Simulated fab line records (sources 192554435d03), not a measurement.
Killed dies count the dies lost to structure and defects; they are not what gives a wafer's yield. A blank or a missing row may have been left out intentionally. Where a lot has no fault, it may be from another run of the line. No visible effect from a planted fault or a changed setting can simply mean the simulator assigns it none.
Matching of chambers	flow n5 finfet	N5_BEOL_M3_CO_CAP_55 on cvd co-02 has 3 sister chambers
The step material Co, precursor CCTBA/H2, target thk 2 nm, time 102.1 s. 6 wafers are shown with their chamber, then 7 later ones without.

== WAFERS WITH THEIR CHAMBER ==
wafer	chamber	heater power w (W)
L812.3	2	202
L812.6	0	203
L815.1	0	198
L815.5	2	199
L816.2	1	208
L816.4	1	212

== WAFERS MISSING THEIR CHAMBER ==
wafer	heater power w (W)
L816.5	207
L818.1	204
L818.5	209
L818.6	214
L820.1	201
L820.4	199
L820.5	209

== EACH ONE'S CHAMBER ==
wafer	from the rows above	in truth
L816.5	can't be placed: 1 or 0 or 2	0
L818.1	can't be placed: 0 or 2 or 1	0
L818.5	1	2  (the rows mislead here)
L818.6	1	1
L820.1	can't be placed: 0 or 2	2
L820.4	can't be placed: 0 or 2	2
L820.5	1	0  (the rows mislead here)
Correctly placed: 1 of 7. These rows do not allow placing 4 (true chamber among the candidates in 4). Number placed wrongly: 2.
How it was worked out, from the rows above alone: a wafer's distance from a chamber is the root of the sum, over the readings, of the square of ((its reading less the chamber's mean) divided by the reading's scatter). The wafer belongs to the nearest chamber; if the next one is less than 2 further off, it can't be placed. For every chamber, the mean is computed from those of its wafers that are shown. The scatter: take each reading less its chamber's mean, square it, sum over the shown wafers, divide by the number of wafers less the number of chambers, and take the root.
